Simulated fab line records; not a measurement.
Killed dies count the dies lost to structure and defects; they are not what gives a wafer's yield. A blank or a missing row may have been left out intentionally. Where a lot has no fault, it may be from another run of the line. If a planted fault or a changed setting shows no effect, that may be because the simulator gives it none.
Matching of chambers | flow n5-finfet | rie-diel-05 running N5_HKMG_FIN_ETCH_67: 4 sister chambers
The step etches SOC in N2/H2, stops on TiN, target depth 388.9 nm. 14 wafers are shown with their chamber, then 7 later ones without.

## WAFERS, EACH WITH ITS CHAMBER
wafer  | chamber | drypump-motor-current-A (A) | showerhead-plenum-p-Torr (Torr) | throttle-valve-pct (%)
L080.2 | 3       | 5.3                         | 2.50                            | 17.53
L080.3 | 2       | 5.4                         | 2.54                            | 17.37
L080.5 | 3       | 5.3                         | 2.50                            | 17.53
L081.1 | 3       | 5.3                         | 2.50                            | 17.55
L081.2 | 1       | 6.4                         | 2.50                            | 17.38
L081.5 | 3       | 5.3                         | 2.50                            | 17.54
L083.2 | 3       | 5.2                         | 2.49                            | 17.54
L083.3 | 2       | 5.4                         | 2.54                            | 17.37
L083.4 | 1       | 6.4                         | 2.50                            | 17.39
L085.1 | 1       | 6.4                         | 2.50                            | 17.38
L085.2 | 0       | 5.3                         | 2.56                            | 17.54
L085.3 | 2       | 5.4                         | 2.54                            | 17.39
L086.3 | 2       | 5.4                         | 2.54                            | 17.38
L086.4 | 3       | 5.3                         | 2.49                            | 17.54

SIGNATURES (means of the wafers above)
reading                  | chamber 0 | chamber 1 | chamber 2 | chamber 3 | scatter within a chamber
drypump-motor-current-A  | 5.300     | 6.400     | 5.400     | 5.283     | 0.0289
showerhead-plenum-p-Torr | 2.5600    | 2.5000    | 2.5400    | 2.4967    | 0.00365
throttle-valve-pct       | 17.5400   | 17.3833   | 17.3775   | 17.5383   | 0.00791
Rule: for a wafer and a chamber, the distance is found by dividing, reading by reading, the gap between the wafer's reading and the chamber's mean by the reading's scatter, squaring, summing and taking the root. If the next closest chamber is less than 2 further off than the closest, the wafer can't be placed; otherwise it belongs to the closest. The scatter is the square root of a quotient: the sum, over the shown wafers, of each reading's squared deviation from its chamber's mean, divided by wafers minus chambers.

## WAFERS WITH NO CHAMBER GIVEN
wafer  | drypump-motor-current-A (A) | showerhead-plenum-p-Torr (Torr) | throttle-valve-pct (%)
L086.5 | 5.3                         | 2.56                            | 17.54
L087.2 | 5.4                         | 2.54                            | 17.39
L087.3 | 5.2                         | 2.56                            | 17.56
L087.5 | 5.3                         | 2.49                            | 17.55
L093.1 | 5.4                         | 2.54                            | 17.42
L093.5 | 5.2                         | 2.49                            | 17.57
L093.6 | 5.4                         | 2.54                            | 17.39

## WHICH CHAMBER EACH ONE RAN IN
wafer  | from the rows above | in truth
L086.5 | 0                   | 0
L087.2 | 2                   | 2
L087.3 | 0                   | 0
L087.5 | 3                   | 3
L093.1 | 2                   | 2
L093.5 | 3                   | 3
L093.6 | 2                   | 2
7 of 7 placed correctly. Not placeable from these rows: 0. Wrongly placed: 0.
